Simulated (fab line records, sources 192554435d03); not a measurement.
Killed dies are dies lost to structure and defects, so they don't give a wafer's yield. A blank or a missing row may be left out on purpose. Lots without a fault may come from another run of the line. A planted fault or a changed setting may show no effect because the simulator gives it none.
Split-lot experiment | flow n5_finfet | 7 lots, 21 wafers read, on a route of 1938 steps

THE SPLIT
At N5_BEOL_M4_COAT_22 (resist thk 30 nm), the setting spin_rpm was moved away from the recipe's 1500 rpm on 10 of the 21 wafers read, by +3.8% to +10.8%. The other wafers ran this setting at the recipe's value.

FROM THE SPLIT TO THE READING: what the file shows between them, 3 steps
- N5_BEOL_M4_EBR_24
- N5_BEOL_M4_SOFTBAKE_23: time 60 s
- N5_BEOL_M4_DESCUM_33: chemistry O2, time 7 s

THE READING
CAR-EUV_of_BEOL_M4_COAT_22.thk_nm (the simulator's own value, which no gauge read), in nm, at N5_BEOL_M4_ETCH_77 (etches underlayer in N2/H2, target depth 6.5 nm, time 5.2 s). The file gives no usual value for it. The 11 wafers here that ran the recipe average 20.4 nm, standard deviation 0.077 nm.

wafer  | tool, chamber at the split | spin_rpm as run, rpm | against the recipe | CAR-EUV_of_BEOL_M4_COAT_22.thk_nm, nm | against lot-mates on the recipe
L078.3 | litho_track-04, 0          | 1564                 | +4.3%              | 19.8                                  | -0.6
L078.5 | litho_track-04, 0          | 1564                 | +4.3%              | 19.8                                  | -0.6
L078.4 | litho_track-04, 0          | 1500                 | recipe             | 20.4                                  | -
L080.1 | litho_track-05, 0          | 1500                 | recipe             | 20.4                                  | -
L080.3 | litho_track-05, 0          | 1500                 | recipe             | 20.4                                  | -
L080.6 | litho_track-05, 0          | 1500                 | recipe             | 20.4                                  | -
L081.1 | litho_track-03, 0          | 1639                 | +9.3%              | 19                                    | -1.4
L081.2 | litho_track-03, 0          | 1639                 | +9.3%              | 19.2                                  | -1.2
L081.3 | litho_track-03, 0          | 1500                 | recipe             | 20.4                                  | -
L083.2 | litho_track-03, 0          | 1662                 | +10.8%             | 18.8                                  | -1.6
L083.3 | litho_track-03, 0          | 1662                 | +10.8%             | 18.8                                  | -1.6
L083.5 | litho_track-03, 0          | 1500                 | recipe             | 20.4                                  | -
L089.2 | litho_track-04, 0          | 1500                 | recipe             | 20.4                                  | -
L089.6 | litho_track-04, 0          | 1500                 | recipe             | 20.4                                  | -
L089.4 | litho_track-04, 0          | 1648                 | +9.9%              | 18.8                                  | -1.6
L090.2 | litho_track-03, 0          | 1557                 | +3.8%              | 19.8                                  | -0.6
L090.3 | litho_track-03, 0          | 1557                 | +3.8%              | 20                                    | -0.4
L090.5 | litho_track-03, 0          | 1500                 | recipe             | 20.4                                  | -
L096.2 | litho_track-03, 0          | 1500                 | recipe             | 20.6                                  | -
L096.4 | litho_track-03, 0          | 1500                 | recipe             | 20.6                                  | -
L096.3 | litho_track-03, 0          | 1601                 | +6.7%              | 19.6                                  | -1.0

THE FIT
A straight line over all 21 wafers: CAR-EUV_of_BEOL_M4_COAT_22.thk_nm changes by -0.15 nm for each +1% of spin_rpm; r = -0.99; the points scatter about the line by 0.094 nm.
The same after taking each lot's own level away (the mean of its wafers on the recipe; 21 wafers): -0.148 nm for each +1%; r = -1.00; scatter 0.064 nm.
On that fit, the largest move of spin_rpm shifts the reading by 1.6 nm.
The lots' own levels span 20.40 to 20.60 nm, that is 2.6 times the standard deviation above.
So the lot-to-lot level changes the slope little: the two slopes agree.
Check: with one of the wafers moved furthest among these (+10.8%) left out of the fit, the line predicts -1.59 nm for it against its lot-mates. It came out at -1.6 nm against them.

OTHER SPLITS ON THESE WAFERS
These wafers also went through other splits before the reading. Each is held against what the fit with the lots' levels taken away leaves over:
other split on the same wafers     | wafers away from the commonest value | r with CAR-EUV_of_BEOL_M4_COAT_22.thk_nm (lot level and that fit taken away)
N5_BEOL_M2_COAT_62 spin_rpm        | 10                                   | -0.26
N5_BEOL_M2_TRENCH_ETCH_37 source_w | 9                                    | +0.31
N5_BEOL_M3_TRENCH_ETCH_37 source_w | 3                                    | -0.07
N5_BEOL_M3_ETCH_41 target_depth_a  | 7                                    | -0.07

THE WHOLE CHAIN: every reading that the file lists as answering this split, in the file's order
step               | what it does                                                | reading                                                                            | change (the file's fit)               | r (the file's)
N5_BEOL_M4_COAT_22 | resist thk 30 nm                                            | CAR-EUV_of_BEOL_M4_COAT_22.thk_nm (the simulator's own value, which no gauge read) | -0.142 nm for each +1% of the setting | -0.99
N5_BEOL_M4_ETCH_77 | etches underlayer in N2/H2, target depth 6.5 nm, time 5.2 s | CAR-EUV_of_BEOL_M4_COAT_22.thk_nm (the simulator's own value, which no gauge read) | -0.149 nm for each +1% of the setting | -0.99

THE FILE'S OWN FIT
CAR-EUV_of_BEOL_M4_COAT_22.thk_nm changes by -0.149 nm for each +1% of spin_rpm, r = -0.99.
